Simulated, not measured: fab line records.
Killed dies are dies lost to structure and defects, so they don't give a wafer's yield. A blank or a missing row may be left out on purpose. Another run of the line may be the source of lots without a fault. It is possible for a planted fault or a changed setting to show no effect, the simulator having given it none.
Lot-split experiment :: flow n5-finfet :: route with 1938 steps; 7 lots, 39 wafers read

## ABOUT THE SPLIT
At N5_GATE_CUT_ETCH_58 (etches SiNx in CH3F/O2, target depth 17 nm, time 128.6 s), the setting source-w was moved away from the recipe's 415 W on 12 of the 39 wafers read, by -18.0% to +19.0%. The other wafers ran this setting at the recipe's value.

The reading is taken at the split's own step.

## THE READING
rf-vpp-V, in V, at N5_GATE_CUT_ETCH_58 (etches SiNx in CH3F/O2, target depth 17 nm, time 128.6 s). On this fab line, fault-free wafers typically give 99.1 V with a standard deviation of 1.1 V.

wafer: L074.2
tool, chamber at the split: rie-diel-02, 1
source-w as run, W: 415
against the recipe: recipe
rf-vpp-V, V: 99.5
against lot-mates on the recipe: -

wafer: L074.3
tool, chamber at the split: rie-diel-02, 0
source-w as run, W: 415
against the recipe: recipe
rf-vpp-V, V: 100.8
against lot-mates on the recipe: -

wafer: L074.4
tool, chamber at the split: rie-diel-02, 2
source-w as run, W: 415
against the recipe: recipe
rf-vpp-V, V: 96.6
against lot-mates on the recipe: -

wafer: L075.1
tool, chamber at the split: rie-diel-02, 1
source-w as run, W: 415
against the recipe: recipe
rf-vpp-V, V: 99.1
against lot-mates on the recipe: -

wafer: L075.2
tool, chamber at the split: rie-diel-02, 0
source-w as run, W: 415
against the recipe: recipe
rf-vpp-V, V: 98.3
against lot-mates on the recipe: -

wafer: L075.3
tool, chamber at the split: rie-diel-02, 2
source-w as run, W: 415
against the recipe: recipe
rf-vpp-V, V: 99.2
against lot-mates on the recipe: -

wafer: L075.4
tool, chamber at the split: rie-diel-02, 3
source-w as run, W: 415
against the recipe: recipe
rf-vpp-V, V: 101.1
against lot-mates on the recipe: -

wafer: L075.5
tool, chamber at the split: rie-diel-02, 0
source-w as run, W: 415
against the recipe: recipe
rf-vpp-V, V: 98.4
against lot-mates on the recipe: -

wafer: L075.6
tool, chamber at the split: rie-diel-02, 1
source-w as run, W: 415
against the recipe: recipe
rf-vpp-V, V: 98.6
against lot-mates on the recipe: -

wafer: L076.1
tool, chamber at the split: rie-diel-03, 3
source-w as run, W: 415
against the recipe: recipe
rf-vpp-V, V: 99.0
against lot-mates on the recipe: -

wafer: L076.2
tool, chamber at the split: rie-diel-03, 1
source-w as run, W: 415
against the recipe: recipe
rf-vpp-V, V: 101.3
against lot-mates on the recipe: -

wafer: L076.3
tool, chamber at the split: rie-diel-03, 0
source-w as run, W: 415
against the recipe: recipe
rf-vpp-V, V: 98.9
against lot-mates on the recipe: -

wafer: L076.4
tool, chamber at the split: rie-diel-03, 2
source-w as run, W: 415
against the recipe: recipe
rf-vpp-V, V: 99.9
against lot-mates on the recipe: -

wafer: L076.5
tool, chamber at the split: rie-diel-03, 1
source-w as run, W: 415
against the recipe: recipe
rf-vpp-V, V: 100.7
against lot-mates on the recipe: -

wafer: L076.6
tool, chamber at the split: rie-diel-03, 0
source-w as run, W: 415
against the recipe: recipe
rf-vpp-V, V: 98.9
against lot-mates on the recipe: -

wafer: L082.1
tool, chamber at the split: rie-diel-06, 3
source-w as run, W: 349.5
against the recipe: -15.8%
rf-vpp-V, V: 103.9
against lot-mates on the recipe: +5.0

wafer: L082.2
tool, chamber at the split: rie-diel-06, 2
source-w as run, W: 415
against the recipe: recipe
rf-vpp-V, V: 100.0
against lot-mates on the recipe: -

wafer: L082.3
tool, chamber at the split: rie-diel-06, 1
source-w as run, W: 415
against the recipe: recipe
rf-vpp-V, V: 98.3
against lot-mates on the recipe: -

wafer: L082.4
tool, chamber at the split: rie-diel-06, 0
source-w as run, W: 349.5
against the recipe: -15.8%
rf-vpp-V, V: 105.0
against lot-mates on the recipe: +6.1

wafer: L082.5
tool, chamber at the split: rie-diel-06, 0
source-w as run, W: 415
against the recipe: recipe
rf-vpp-V, V: 98.5
against lot-mates on the recipe: -

wafer: L082.6
tool, chamber at the split: rie-diel-06, 3
source-w as run, W: 349.5
against the recipe: -15.8%
rf-vpp-V, V: 104.3
against lot-mates on the recipe: +5.4

wafer: L087.1
tool, chamber at the split: rie-diel-06, 1
source-w as run, W: 415
against the recipe: recipe
rf-vpp-V, V: 98.8
against lot-mates on the recipe: -

wafer: L087.2
tool, chamber at the split: rie-diel-06, 3
source-w as run, W: 384
against the recipe: -7.5%
rf-vpp-V, V: 101.8
against lot-mates on the recipe: +3.5

wafer: L087.3
tool, chamber at the split: rie-diel-06, 2
source-w as run, W: 384
against the recipe: -7.5%
rf-vpp-V, V: 102.3
against lot-mates on the recipe: +4.0

wafer: L087.4
tool, chamber at the split: rie-diel-06, 3
source-w as run, W: 415
against the recipe: recipe
rf-vpp-V, V: 97.6
against lot-mates on the recipe: -

wafer: L087.5
tool, chamber at the split: rie-diel-06, 2
source-w as run, W: 415
against the recipe: recipe
rf-vpp-V, V: 98.6
against lot-mates on the recipe: -

wafer: L087.6
tool, chamber at the split: rie-diel-06, 1
source-w as run, W: 384
against the recipe: -7.5%
rf-vpp-V, V: 99.9
against lot-mates on the recipe: +1.6

wafer: L093.1
tool, chamber at the split: rie-diel-03, 1
source-w as run, W: 340.5
against the recipe: -18.0%
rf-vpp-V, V: 107.0
against lot-mates on the recipe: +8.4

wafer: L093.2
tool, chamber at the split: rie-diel-03, 2
source-w as run, W: 415
against the recipe: recipe
rf-vpp-V, V: 99.3
against lot-mates on the recipe: -

wafer: L093.3
tool, chamber at the split: rie-diel-03, 0
source-w as run, W: 415
against the recipe: recipe
rf-vpp-V, V: 97.1
against lot-mates on the recipe: -

wafer: L093.4
tool, chamber at the split: rie-diel-03, 3
source-w as run, W: 340.5
against the recipe: -18.0%
rf-vpp-V, V: 105.3
against lot-mates on the recipe: +6.7

wafer: L093.5
tool, chamber at the split: rie-diel-03, 2
source-w as run, W: 340.5
against the recipe: -18.0%
rf-vpp-V, V: 104.3
against lot-mates on the recipe: +5.7

wafer: L093.6
tool, chamber at the split: rie-diel-03, 1
source-w as run, W: 415
against the recipe: recipe
rf-vpp-V, V: 99.3
against lot-mates on the recipe: -

wafer: L094.1
tool, chamber at the split: rie-diel-02, 2
source-w as run, W: 493.9
against the recipe: +19.0%
rf-vpp-V, V: 91.8
against lot-mates on the recipe: -8.1

wafer: L094.2
tool, chamber at the split: rie-diel-02, 3
source-w as run, W: 493.9
against the recipe: +19.0%
rf-vpp-V, V: 93.1
against lot-mates on the recipe: -6.8

wafer: L094.3
tool, chamber at the split: rie-diel-02, 0
source-w as run, W: 415
against the recipe: recipe
rf-vpp-V, V: 97.6
against lot-mates on the recipe: -

wafer: L094.4
tool, chamber at the split: rie-diel-02, 1
source-w as run, W: 415
against the recipe: recipe
rf-vpp-V, V: 101.4
against lot-mates on the recipe: -

wafer: L094.5
tool, chamber at the split: rie-diel-02, 2
source-w as run, W: 493.9
against the recipe: +19.0%
rf-vpp-V, V: 93.5
against lot-mates on the recipe: -6.4

wafer: L094.6
tool, chamber at the split: rie-diel-02, 3
source-w as run, W: 415
against the recipe: recipe
rf-vpp-V, V: 100.8
against lot-mates on the recipe: -

THE FIT
A straight line over all 39 wafers: rf-vpp-V changes by -0.338 V for each +1% of source-w; r = -0.93; the points scatter about the line by 1.2 V.
The same after taking each lot's own level away (the mean of its wafers on the recipe; 39 wafers): -0.374 V for each +1%; r = -0.95; scatter 1.1 V.
According to that fit, moving source-w by its largest amount changes the reading by 7.1 V.
Measured against the standard deviation above, the lots' own levels, which go from 98.33 to 99.93 V, span 1.5 times it.
The two slopes are in agreement: the lot-to-lot level therefore moves the slope only a little.
Check: with one of the wafers moved furthest among these (+19.0%) left out of the fit, the line predicts -6.88 V for it against its lot-mates. Against them it came out at -8.13 V.
Tool readings at the split's step, against how far the setting was moved: rf-vpp-V r = -0.93.

## ADDITIONAL SPLITS CARRIED BY THESE WAFERS
Before the reading, these wafers also passed through other splits. Each is held against what the fit with the lots' levels taken away leaves over:
other split on the same wafers: N5_PMOS_HMC_CHANNEL_EPI_EPI_20 temp-c
wafers away from the commonest value: 15
r with rf-vpp-V (lot level and that fit taken away): -0.04

## THE FILE'S OWN FIT
rf-vpp-V changes by -0.373 V for each +1% of source-w, r = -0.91.
